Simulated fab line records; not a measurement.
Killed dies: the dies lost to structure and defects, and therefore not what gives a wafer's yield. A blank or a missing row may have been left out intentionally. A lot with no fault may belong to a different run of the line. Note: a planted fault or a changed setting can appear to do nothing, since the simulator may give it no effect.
The tool behind it: which one? / flow n5Finfet / Sampling: 7 lots, 21 wafers, 2 of 1938 route steps

== WHAT THE GAUGES SHOWED, per wafer ==
N5_BEOL_M9_INSPECT_58: inspects for defects (darkfield).
lot=L560; measured=day 11 07:08; on=defectInspect-01; rawDefectCount=56 55 66
lot=L564; measured=day 12 01:54; on=defectInspect-02; rawDefectCount=49 28 49
lot=L566; measured=day 12 19:59; on=defectInspect-02; rawDefectCount=66 54 101
lot=L568; measured=day 12 20:31; on=defectInspect-01; rawDefectCount=75 104 87
lot=L575; measured=day 15 03:04; on=defectInspect-01; rawDefectCount=70 62 61
lot=L577; measured=day 16 08:02; on=defectInspect-02; rawDefectCount=97 85 85
lot=L579; measured=day 16 17:03; on=defectInspect-01; rawDefectCount=64 52 73

== WHAT TOOL EACH LOT RAN ON (gives the tool, then ch and the chambers of the sampled wafers, and finally the start) ==
lot=L560; N5_BEOL_M9_SPUTTER_48=pvdSputter-03, day 11 05:55
lot=L564; N5_BEOL_M9_SPUTTER_48=pvdSputter-02, day 12 00:55
lot=L566; N5_BEOL_M9_SPUTTER_48=pvdSputter-03, day 12 18:19
lot=L568; N5_BEOL_M9_SPUTTER_48=pvdSputter-01, day 12 18:35
lot=L575; N5_BEOL_M9_SPUTTER_48=pvdSputter-03, day 15 01:26
lot=L577; N5_BEOL_M9_SPUTTER_48=pvdSputter-02, day 16 06:50
lot=L579; N5_BEOL_M9_SPUTTER_48=pvdSputter-03, day 16 15:59
- N5_BEOL_M9_SPUTTER_48: material Cu, target thk 12 nm, time 2 s.

== THE ANSWER, worked out from the rows above alone ==
Rule: what is usual is taken from the lots themselves. Put in order of their means at a reading, lots are off if they are a third of the lots or fewer, leave a main group of 4 or more, and stand apart from it by a gap of 3 or more times the standard deviation of the main group's means; of several such gaps the widest counts. A main group whose means are all the same, to the digits that the tables above print for the reading, isn't used. A lot without any number at a reading at which 4 lots or more have one is off too. Where the step has rows for the other lots, those lots are counted as sound.
No lot is off on any of the readings shown, so nothing can be concluded from this.

== WHAT THE SIMULATOR PUT IN ==
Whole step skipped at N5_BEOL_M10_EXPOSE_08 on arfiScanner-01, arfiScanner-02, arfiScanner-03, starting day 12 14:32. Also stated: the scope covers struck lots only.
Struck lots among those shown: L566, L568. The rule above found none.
